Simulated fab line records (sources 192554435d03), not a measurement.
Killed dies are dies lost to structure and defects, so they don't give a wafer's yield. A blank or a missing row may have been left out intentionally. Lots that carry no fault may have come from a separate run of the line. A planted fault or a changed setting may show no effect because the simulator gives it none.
Which of the tools did it? :: flow n5-finfet :: 72 wafers from 24 lots sampled at 6 of the route's 1938 steps

WHAT THE GAUGES SHOWED, per wafer
N5_BEOL_M12_OVL_MEAS_11.
lot: L074
measured: day 11 00:49
on: overlay-02
V11_OVL (nm): -10 -10 -5

lot: L075
measured: day 11 14:42
on: overlay-02
V11_OVL (nm): -1 -3 1

lot: L078
measured: day 12 01:02
on: overlay-02
V11_OVL (nm): 2 -2 -2

lot: L077
measured: day 12 01:39
on: overlay-02
V11_OVL (nm): 2 1 1

lot: L076
measured: day 12 01:42
on: overlay-01
V11_OVL (nm): -4 1 4

lot: L079
measured: day 12 07:38
on: overlay-01
V11_OVL (nm): -6 -10 -3

lot: L080
measured: day 12 10:52
on: overlay-01
V11_OVL (nm): 1 -5 -8

lot: L081
measured: day 12 11:16
on: overlay-01
V11_OVL (nm): -6 1 1

lot: L082
measured: day 12 16:59
on: overlay-01
V11_OVL (nm): -8 -11 -10

lot: L083
measured: day 13 04:46
on: overlay-02
V11_OVL (nm): 0 -4 3

lot: L084
measured: day 13 05:19
on: overlay-01
V11_OVL (nm): -4 2 -7

lot: L085
measured: day 13 19:02
on: overlay-01
V11_OVL (nm): 5 -3 -2

lot: L086
measured: day 14 01:33
on: overlay-02
V11_OVL (nm): -7 -4 -11

lot: L087
measured: day 14 08:59
on: overlay-01
V11_OVL (nm): -1 1 0

lot: L088
measured: day 14 13:38
on: overlay-02
V11_OVL (nm): 0 -3 0

lot: L090
measured: day 14 20:35
on: overlay-02
V11_OVL (nm): -6 -5 -7

lot: L089
measured: day 15 02:34
on: overlay-02
V11_OVL (nm): -7 -7 -7

lot: L091
measured: day 15 06:08
on: overlay-02
V11_OVL (nm): -4 -7 -6

lot: L093
measured: day 15 14:44
on: overlay-02
V11_OVL (nm): -5 -4 1

lot: L094
measured: day 15 23:50
on: overlay-01
V11_OVL (nm): 3 3 -6

lot: L095
measured: day 16 00:01
on: overlay-02
V11_OVL (nm): -2 4 7

lot: L092
measured: day 16 00:03
on: overlay-01
V11_OVL (nm): -7 -9 -6

lot: L096
measured: day 16 03:36
on: overlay-02
V11_OVL (nm): -6 -2 -8

lot: L097
measured: day 17 04:18
on: overlay-01
V11_OVL (nm): 3 1 1

N5_BEOL_M12_OVL_MEAS_29.
lot: L074
measured: day 11 01:51
on: overlay-01
M12_OVL (nm): -1 -1 1

lot: L075
measured: day 11 15:53
on: overlay-01
M12_OVL (nm): -11 -5 -4

lot: L078
measured: day 12 02:11
on: overlay-01
M12_OVL (nm): -4 -4 3

lot: L077
measured: day 12 02:43
on: overlay-01
M12_OVL (nm): 2 2 -3

lot: L076
measured: day 12 02:52
on: overlay-01
M12_OVL (nm): -4 0 0

lot: L079
measured: day 12 08:33
on: overlay-01
M12_OVL (nm): 0 -4 -1

lot: L080
measured: day 12 11:47
on: overlay-02
M12_OVL (nm): 10 8 8

lot: L081
measured: day 12 12:11
on: overlay-01
M12_OVL (nm): 4 1 3

lot: L082
measured: day 12 18:01
on: overlay-01
M12_OVL (nm): -5 -6 -1

lot: L083
measured: day 13 05:49
on: overlay-02
M12_OVL (nm): 7 6 -2

lot: L084
measured: day 13 06:24
on: overlay-01
M12_OVL (nm): 6 11 4

lot: L085
measured: day 13 20:08
on: overlay-02
M12_OVL (nm): 8 1 10

lot: L086
measured: day 14 02:28
on: overlay-01
M12_OVL (nm): 1 7 2

lot: L087
measured: day 14 10:29
on: overlay-01
M12_OVL (nm): 0 4 9

lot: L088
measured: day 14 15:41
on: overlay-01
M12_OVL (nm): -8 1 -6

lot: L090
measured: day 14 21:37
on: overlay-01
M12_OVL (nm): 3 0 6

lot: L089
measured: day 15 03:35
on: overlay-02
M12_OVL (nm): -1 3 -2

lot: L091
measured: day 15 07:10
on: overlay-02
M12_OVL (nm): -9 -9 -1

lot: L093
measured: day 15 15:51
on: overlay-01
M12_OVL (nm): -1 1 4

lot: L094
measured: day 16 00:44
on: overlay-01
M12_OVL (nm): 1 -1 0

lot: L095
measured: day 16 01:07
on: overlay-01
M12_OVL (nm): -8 1 0

lot: L092
measured: day 16 01:16
on: overlay-01
M12_OVL (nm): 0 3 3

lot: L096
measured: day 16 04:43
on: overlay-02
M12_OVL (nm): -14 -16 -10

lot: L097
measured: day 17 05:20
on: overlay-02
M12_OVL (nm): 4 -2 6

N5_BEOL_M12_THK_MEAS_50: measures by xrf.
lot: L074
measured: day 11 05:35
on: film-metro-02
M12_THK (nm): 301 314 302

lot: L075
measured: day 11 19:39
on: film-metro-02
M12_THK (nm): 304 309 310

lot: L078
measured: day 12 06:01
on: film-metro-01
M12_THK (nm): 320 320 320

lot: L077
measured: day 12 06:33
on: film-metro-01
M12_THK (nm): 317 315 315

lot: L076
measured: day 12 07:57
on: film-metro-02
M12_THK (nm): 303 312 300

lot: L079
measured: day 12 13:00
on: film-metro-01
M12_THK (nm): 319 318 320

lot: L080
measured: day 12 16:35
on: film-metro-02
M12_THK (nm): 313 313 314

lot: L081
measured: day 12 17:22
on: film-metro-02
M12_THK (nm): 317 313 319

lot: L082
measured: day 12 22:11
on: film-metro-02
M12_THK (nm): 313 312 305

lot: L083
measured: day 13 09:20
on: film-metro-01
M12_THK (nm): 316 317 318

lot: L084
measured: day 13 11:44
on: film-metro-02
M12_THK (nm): 319 314 314

lot: L085
measured: day 14 01:42
on: film-metro-02
M12_THK (nm): 317 314 307

lot: L086
measured: day 14 05:02
on: film-metro-01
M12_THK (nm): 310 319 311

lot: L087
measured: day 14 15:58
on: film-metro-01
M12_THK (nm): 315 322 317

lot: L088
measured: day 14 18:58
on: film-metro-01
M12_THK (nm): 320 318 320

lot: L090
measured: day 15 02:08
on: film-metro-01
M12_THK (nm): 304 310 314

lot: L089
measured: day 15 06:14
on: film-metro-01
M12_THK (nm): 321 316 317

lot: L091
measured: day 15 09:14
on: film-metro-02
M12_THK (nm): 312 307 305

lot: L093
measured: day 15 18:51
on: film-metro-02
M12_THK (nm): 312 303 307

lot: L094
measured: day 16 03:39
on: film-metro-02
M12_THK (nm): 316 315 308

lot: L095
measured: day 16 04:14
on: film-metro-01
M12_THK (nm): 315 306 311

lot: L092
measured: day 16 06:24
on: film-metro-02
M12_THK (nm): 310 310 308

lot: L096
measured: day 16 06:56
on: film-metro-02
M12_THK (nm): 307 309 310

lot: L097
measured: day 17 09:22
on: film-metro-02
M12_THK (nm): 309 313 309

EACH LOT AND THE TOOL THAT RAN IT (in order: tool; ch and the chambers of the sampled wafers; start)
lot: L074
N5_BEOL_M11_CMP_52: cmp-02 ch 0,2,3, day 10 23:56
N5_BEOL_M11_DEP_56: pecvd-02 ch 0,1, day 11 00:14
N5_BEOL_M12_PRE_CLEAN_42: pvd-sputter-02, day 11 04:32

lot: L075
N5_BEOL_M11_CMP_52: cmp-04 ch 0,1,2, day 11 13:45
N5_BEOL_M11_DEP_56: pecvd-02 ch 0,1, day 11 14:07
N5_BEOL_M12_PRE_CLEAN_42: pvd-sputter-02, day 11 18:35

lot: L078
N5_BEOL_M11_CMP_52: cmp-04 ch 0,1,3, day 12 00:07
N5_BEOL_M11_DEP_56: pecvd-04 ch 1,2, day 12 00:26
N5_BEOL_M12_PRE_CLEAN_42: pvd-sputter-03, day 12 04:58

lot: L077
N5_BEOL_M11_CMP_52: cmp-03 ch 0,3, day 12 00:42
N5_BEOL_M11_DEP_56: pecvd-02 ch 0,1,2, day 12 01:04
N5_BEOL_M12_PRE_CLEAN_42: pvd-sputter-03, day 12 05:29

lot: L076
N5_BEOL_M11_CMP_52: cmp-04 ch 0,3, day 12 00:46
N5_BEOL_M11_DEP_56: pecvd-01 ch 0,2, day 12 01:07
N5_BEOL_M12_PRE_CLEAN_42: pvd-sputter-01, day 12 06:32

lot: L079
N5_BEOL_M11_CMP_52: cmp-03 ch 1,2,3, day 12 06:38
N5_BEOL_M11_DEP_56: pecvd-01 ch 1,2, day 12 06:55
N5_BEOL_M12_PRE_CLEAN_42: pvd-sputter-01, day 12 11:56

lot: L080
N5_BEOL_M11_CMP_52: cmp-04 ch 0,1,2, day 12 09:52
N5_BEOL_M11_DEP_56: pecvd-01 ch 1,2, day 12 10:09
N5_BEOL_M12_PRE_CLEAN_42: pvd-sputter-01, day 12 15:22

lot: L081
N5_BEOL_M11_CMP_52: cmp-04 ch 1,2,3, day 12 10:16
N5_BEOL_M11_DEP_56: pecvd-02 ch 0,1, day 12 10:33
N5_BEOL_M12_PRE_CLEAN_42: pvd-sputter-03, day 12 15:44

lot: L082
N5_BEOL_M11_CMP_52: cmp-04 ch 2,3, day 12 15:53
N5_BEOL_M11_DEP_56: pecvd-04 ch 0,1, day 12 16:13
N5_BEOL_M12_PRE_CLEAN_42: pvd-sputter-03, day 12 21:07

lot: L083
N5_BEOL_M11_CMP_52: cmp-02 ch 0,3, day 13 03:42
N5_BEOL_M11_DEP_56: pecvd-01 ch 0,1, day 13 04:04
N5_BEOL_M12_PRE_CLEAN_42: pvd-sputter-01, day 13 08:17

lot: L084
N5_BEOL_M11_CMP_52: cmp-03 ch 0,1, day 13 04:17
N5_BEOL_M11_DEP_56: pecvd-01 ch 0,1,2, day 13 04:36
N5_BEOL_M12_PRE_CLEAN_42: pvd-sputter-03, day 13 10:22

lot: L085
N5_BEOL_M11_CMP_52: cmp-03 ch 0,1,2, day 13 17:59
N5_BEOL_M11_DEP_56: pecvd-02 ch 0,2, day 13 18:19
N5_BEOL_M12_PRE_CLEAN_42: pvd-sputter-03, day 14 00:16

lot: L086
N5_BEOL_M11_CMP_52: cmp-03 ch 0,3, day 14 00:36
N5_BEOL_M11_DEP_56: pecvd-02 ch 0,1,2, day 14 00:58
N5_BEOL_M12_PRE_CLEAN_42: pvd-sputter-02, day 14 03:58

lot: L087
N5_BEOL_M11_CMP_52: cmp-03 ch 1,2, day 14 08:05
N5_BEOL_M11_DEP_56: pecvd-02 ch 0,1,2, day 14 08:24
N5_BEOL_M12_PRE_CLEAN_42: pvd-sputter-03, day 14 14:46

lot: L088
N5_BEOL_M11_CMP_52: cmp-03 ch 0,3, day 14 12:35
N5_BEOL_M11_DEP_56: pecvd-01 ch 0,1,2, day 14 12:56
N5_BEOL_M12_PRE_CLEAN_42: pvd-sputter-01, day 14 17:55

lot: L090
N5_BEOL_M11_CMP_52: cmp-03 ch 0,1,3, day 14 19:37
N5_BEOL_M11_DEP_56: pecvd-01 ch 0,2, day 14 19:59
N5_BEOL_M12_PRE_CLEAN_42: pvd-sputter-02, day 15 01:05

lot: L089
N5_BEOL_M11_CMP_52: cmp-03 ch 0,2,3, day 15 01:31
N5_BEOL_M11_DEP_56: pecvd-04 ch 0,1,2, day 15 01:47
N5_BEOL_M12_PRE_CLEAN_42: pvd-sputter-01, day 15 04:42

lot: L091
N5_BEOL_M11_CMP_52: cmp-02 ch 0,2,3, day 15 05:01
N5_BEOL_M11_DEP_56: pecvd-01 ch 0,2, day 15 05:23
N5_BEOL_M12_PRE_CLEAN_42: pvd-sputter-01, day 15 08:11

lot: L093
N5_BEOL_M11_CMP_52: cmp-03 ch 0,1,3, day 15 13:47
N5_BEOL_M11_DEP_56: pecvd-04 ch 0,1,2, day 15 14:08
N5_BEOL_M12_PRE_CLEAN_42: pvd-sputter-01, day 15 17:41

lot: L094
N5_BEOL_M11_CMP_52: cmp-04 ch 0,2,3, day 15 22:45
N5_BEOL_M11_DEP_56: pecvd-01 ch 0,1, day 15 23:07
N5_BEOL_M12_PRE_CLEAN_42: pvd-sputter-03, day 16 02:35

lot: L095
N5_BEOL_M11_CMP_52: cmp-04 ch 1,2,3, day 15 22:59
N5_BEOL_M11_DEP_56: pecvd-02 ch 1,2, day 15 23:18
N5_BEOL_M12_PRE_CLEAN_42: pvd-sputter-03, day 16 03:11

lot: L092
N5_BEOL_M11_CMP_52: cmp-03 ch 0,2,3, day 15 23:06
N5_BEOL_M11_DEP_56: pecvd-04 ch 1,2, day 15 23:20
N5_BEOL_M12_PRE_CLEAN_42: pvd-sputter-01, day 16 05:20

lot: L096
N5_BEOL_M11_CMP_52: cmp-03 ch 0,1,2, day 16 02:39
N5_BEOL_M11_DEP_56: pecvd-01 ch 0,1, day 16 03:01
N5_BEOL_M12_PRE_CLEAN_42: pvd-sputter-01, day 16 05:53

lot: L097
N5_BEOL_M11_CMP_52: cmp-03 ch 1,3, day 17 03:21
N5_BEOL_M11_DEP_56: pecvd-04 ch 0,2, day 17 03:43
N5_BEOL_M12_PRE_CLEAN_42: pvd-sputter-02, day 17 07:42
- N5_BEOL_M11_CMP_52: polishes, stops on SiCOH lowk, t overpolish 7 s, target thk 140 nm.
- N5_BEOL_M11_DEP_56: deposits SiCN from 3MS/NH3, target thk 30 nm, time 10.5 s.
- N5_BEOL_M12_PRE_CLEAN_42: time 30 s.

WHAT THE TOOLS THEMSELVES READ (means of the sampled wafers that have a number; where no wafer has one, the mark that the record gives instead)
N5_BEOL_M11_CMP_52.
lot: L074
tool: cmp-02
barrier-field-endpoint-s (s): 28.9
clearing-platen-down-force-psi (psi): 1.4984
motor-current-A (A): 6.2
overpolish-run-s (s): 7.003
time-to-endpoint-s (s): 68.4

lot: L075
tool: cmp-04
barrier-field-endpoint-s (s): 29.5
clearing-platen-down-force-psi (psi): 1.4991
motor-current-A (A): 5.9
overpolish-run-s (s): 7.002
time-to-endpoint-s (s): 70.5

lot: L078
tool: cmp-04
barrier-field-endpoint-s (s): 29.4
clearing-platen-down-force-psi (psi): 1.4992
motor-current-A (A): 5.6
overpolish-run-s (s): 7.014
time-to-endpoint-s (s): 69.6

lot: L077
tool: cmp-03
barrier-field-endpoint-s (s): 28.5
clearing-platen-down-force-psi (psi): 1.5015
motor-current-A (A): 6.2
overpolish-run-s (s): 7.004
time-to-endpoint-s (s): 64.6

lot: L076
tool: cmp-04
barrier-field-endpoint-s (s): 29.4
clearing-platen-down-force-psi (psi): 1.5015
motor-current-A (A): 5.5
overpolish-run-s (s): 7.000
time-to-endpoint-s (s): 70.8

lot: L079
tool: cmp-03
barrier-field-endpoint-s (s): 28.2
clearing-platen-down-force-psi (psi): 1.5003
motor-current-A (A): 6.2
overpolish-run-s (s): 7.000
time-to-endpoint-s (s): 65.5

lot: L080
tool: cmp-04
barrier-field-endpoint-s (s): 29.2
clearing-platen-down-force-psi (psi): 1.4993
motor-current-A (A): 5.7
overpolish-run-s (s): 7.001
time-to-endpoint-s (s): 66.6

lot: L081
tool: cmp-04
barrier-field-endpoint-s (s): 30.1
clearing-platen-down-force-psi (psi): 1.4991
motor-current-A (A): 6.1
overpolish-run-s (s): 7.012
time-to-endpoint-s (s): 71.5

lot: L082
tool: cmp-04
barrier-field-endpoint-s (s): 28.7
clearing-platen-down-force-psi (psi): 1.4999
motor-current-A (A): 6.0
overpolish-run-s (s): 7.006
time-to-endpoint-s (s): 66.5

lot: L083
tool: cmp-02
barrier-field-endpoint-s (s): 28.8
clearing-platen-down-force-psi (psi): 1.4984
motor-current-A (A): 6.2
overpolish-run-s (s): 6.997
time-to-endpoint-s (s): 65.2

lot: L084
tool: cmp-03
barrier-field-endpoint-s (s): 30.7
clearing-platen-down-force-psi (psi): 1.4962
motor-current-A (A): 6.8
overpolish-run-s (s): 6.993
time-to-endpoint-s (s): 70.0

lot: L085
tool: cmp-03
barrier-field-endpoint-s (s): 29.2
clearing-platen-down-force-psi (psi): 1.5035
motor-current-A (A): 6.4
overpolish-run-s (s): 7.007
time-to-endpoint-s (s): 66.5

lot: L086
tool: cmp-03
barrier-field-endpoint-s (s): 28.0
clearing-platen-down-force-psi (psi): 1.5000
motor-current-A (A): 6.1
overpolish-run-s (s): 7.012
time-to-endpoint-s (s): 60.9

lot: L087
tool: cmp-03
barrier-field-endpoint-s (s): 28.5
clearing-platen-down-force-psi (psi): 1.4994
motor-current-A (A): 6.6
overpolish-run-s (s): 7.009
time-to-endpoint-s (s): 66.3

lot: L088
tool: cmp-03
barrier-field-endpoint-s (s): 29.2
clearing-platen-down-force-psi (psi): 1.5015
motor-current-A (A): 6.4
overpolish-run-s (s): 6.999
time-to-endpoint-s (s): 65.1

lot: L090
tool: cmp-03
barrier-field-endpoint-s (s): 29.0
clearing-platen-down-force-psi (psi): 1.4995
motor-current-A (A): 6.6
overpolish-run-s (s): 7.000
time-to-endpoint-s (s): 65.6

lot: L089
tool: cmp-03
barrier-field-endpoint-s (s): 28.1
clearing-platen-down-force-psi (psi): 1.5011
motor-current-A (A): 6.1
overpolish-run-s (s): 7.002
time-to-endpoint-s (s): 62.4

lot: L091
tool: cmp-02
barrier-field-endpoint-s (s): 29.2
clearing-platen-down-force-psi (psi): 1.5010
motor-current-A (A): 6.3
overpolish-run-s (s): 7.004
time-to-endpoint-s (s): 67.2

lot: L093
tool: cmp-03
barrier-field-endpoint-s (s): 28.6
clearing-platen-down-force-psi (psi): 1.4991
motor-current-A (A): 6.4
overpolish-run-s (s): 6.988
time-to-endpoint-s (s): 63.0

lot: L094
tool: cmp-04
barrier-field-endpoint-s (s): 29.8
clearing-platen-down-force-psi (psi): 1.5003
motor-current-A (A): 5.6
overpolish-run-s (s): 7.005
time-to-endpoint-s (s): 67.4

lot: L095
tool: cmp-04
barrier-field-endpoint-s (s): 29.7
clearing-platen-down-force-psi (psi): 1.5017
motor-current-A (A): 5.9
overpolish-run-s (s): 6.990
time-to-endpoint-s (s): 69.0

lot: L092
tool: cmp-03
barrier-field-endpoint-s (s): 28.6
clearing-platen-down-force-psi (psi): 1.5035
motor-current-A (A): 6.0
overpolish-run-s (s): 6.997
time-to-endpoint-s (s): 64.4

lot: L096
tool: cmp-03
barrier-field-endpoint-s (s): 28.2
clearing-platen-down-force-psi (psi): 1.5017
motor-current-A (A): 6.2
overpolish-run-s (s): 6.998
time-to-endpoint-s (s): 66.4

lot: L097
tool: cmp-03
barrier-field-endpoint-s (s): 28.9
clearing-platen-down-force-psi (psi): 1.4996
motor-current-A (A): 6.4
overpolish-run-s (s): 6.985
time-to-endpoint-s (s): 68.8

N5_BEOL_M11_DEP_56.
lot: L074
tool: pecvd-02
showerhead-plenum-p-Torr (Torr): 4.151
throttle-valve-pct (%): 18.0

lot: L075
tool: pecvd-02
showerhead-plenum-p-Torr (Torr): 4.142
throttle-valve-pct (%): 18.3

lot: L078
tool: pecvd-04
showerhead-plenum-p-Torr (Torr): 4.177
throttle-valve-pct (%): 19.2

lot: L077
tool: pecvd-02
showerhead-plenum-p-Torr (Torr): 4.152
throttle-valve-pct (%): 18.0

lot: L076
tool: pecvd-01
showerhead-plenum-p-Torr (Torr): 4.161
throttle-valve-pct (%): 17.0

lot: L079
tool: pecvd-01
showerhead-plenum-p-Torr (Torr): 4.150
throttle-valve-pct (%): 16.5

lot: L080
tool: pecvd-01
showerhead-plenum-p-Torr (Torr): 4.173
throttle-valve-pct (%): 17.0

lot: L081
tool: pecvd-02
showerhead-plenum-p-Torr (Torr): 4.146
throttle-valve-pct (%): 18.3

lot: L082
tool: pecvd-04
showerhead-plenum-p-Torr (Torr): 4.181
throttle-valve-pct (%): 19.3

lot: L083
tool: pecvd-01
showerhead-plenum-p-Torr (Torr): 4.178
throttle-valve-pct (%): 17.9

lot: L084
tool: pecvd-01
showerhead-plenum-p-Torr (Torr): 4.173
throttle-valve-pct (%): 17.2

lot: L085
tool: pecvd-02
showerhead-plenum-p-Torr (Torr): 4.151
throttle-valve-pct (%): 17.5

lot: L086
tool: pecvd-02
showerhead-plenum-p-Torr (Torr): 4.150
throttle-valve-pct (%): 18.0

lot: L087
tool: pecvd-02
showerhead-plenum-p-Torr (Torr): 4.144
throttle-valve-pct (%): 17.9

lot: L088
tool: pecvd-01
showerhead-plenum-p-Torr (Torr): 4.166
throttle-valve-pct (%): 17.2

lot: L090
tool: pecvd-01
showerhead-plenum-p-Torr (Torr): 4.162
throttle-valve-pct (%): 17.8

lot: L089
tool: pecvd-04
showerhead-plenum-p-Torr (Torr): 4.170
throttle-valve-pct (%): 18.7

lot: L091
tool: pecvd-01
showerhead-plenum-p-Torr (Torr): 4.170
throttle-valve-pct (%): 17.7

lot: L093
tool: pecvd-04
showerhead-plenum-p-Torr (Torr): 4.169
throttle-valve-pct (%): 18.7

lot: L094
tool: pecvd-01
showerhead-plenum-p-Torr (Torr): 4.179
throttle-valve-pct (%): 17.4

lot: L095
tool: pecvd-02
showerhead-plenum-p-Torr (Torr): 4.139
throttle-valve-pct (%): 17.9

lot: L092
tool: pecvd-04
showerhead-plenum-p-Torr (Torr): 4.160
throttle-valve-pct (%): 18.0

lot: L096
tool: pecvd-01
showerhead-plenum-p-Torr (Torr): 4.176
throttle-valve-pct (%): 18.1

lot: L097
tool: pecvd-04
showerhead-plenum-p-Torr (Torr): 4.173
throttle-valve-pct (%): 17.5

N5_BEOL_M12_PRE_CLEAN_42.
lot: L074
tool: pvd-sputter-02
heater-power-w (W): 340

lot: L075
tool: pvd-sputter-02
heater-power-w (W): 335

lot: L078
tool: pvd-sputter-03
heater-power-w (W): 356

lot: L077
tool: pvd-sputter-03
heater-power-w (W): 360

lot: L076
tool: pvd-sputter-01
heater-power-w (W): 318

lot: L079
tool: pvd-sputter-01
heater-power-w (W): 334

lot: L080
tool: pvd-sputter-01
heater-power-w (W): 324

lot: L081
tool: pvd-sputter-03
heater-power-w (W): 374

lot: L082
tool: pvd-sputter-03
heater-power-w (W): 352

lot: L083
tool: pvd-sputter-01
heater-power-w (W): 333

lot: L084
tool: pvd-sputter-03
heater-power-w (W): 354

lot: L085
tool: pvd-sputter-03
heater-power-w (W): 336

lot: L086
tool: pvd-sputter-02
heater-power-w (W): 368

lot: L087
tool: pvd-sputter-03
heater-power-w (W): 371

lot: L088
tool: pvd-sputter-01
heater-power-w (W): 334

lot: L090
tool: pvd-sputter-02
heater-power-w (W): 361

lot: L089
tool: pvd-sputter-01
heater-power-w (W): 338

lot: L091
tool: pvd-sputter-01
heater-power-w (W): 331

lot: L093
tool: pvd-sputter-01
heater-power-w (W): 338

lot: L094
tool: pvd-sputter-03
heater-power-w (W): 361

lot: L095
tool: pvd-sputter-03
heater-power-w (W): 338

lot: L092
tool: pvd-sputter-01
heater-power-w (W): 336

lot: L096
tool: pvd-sputter-01
heater-power-w (W): 325

lot: L097
tool: pvd-sputter-02
heater-power-w (W): 368

THE ANSWER, worked out from the rows above alone
Rule: the usual values come from the lots themselves. The widest of any qualifying gaps counts: lots, ordered by their means at a reading, are off when they make up no more than a third of the lots, leave a main group of 4 or more, and stand apart from it by 3 or more times the standard deviation of that group's means. The tables above print the reading to a certain number of digits; a main group whose means all agree to those digits is not used. Also off: a lot with no number at a reading for which 4 or more lots have one. The other lots that the step has rows for count as sound. The gauges are gone through in route order, then the tools' own readings, and for those a lot's mean is taken as printed above. The first step at which some lot is off is used, and at that step the reading that is off furthest; a lot without a number counts as furthest.
Nothing can be told from this: no lot is off at any reading shown.

WHAT HAD BEEN PUT IN BY THE SIMULATOR
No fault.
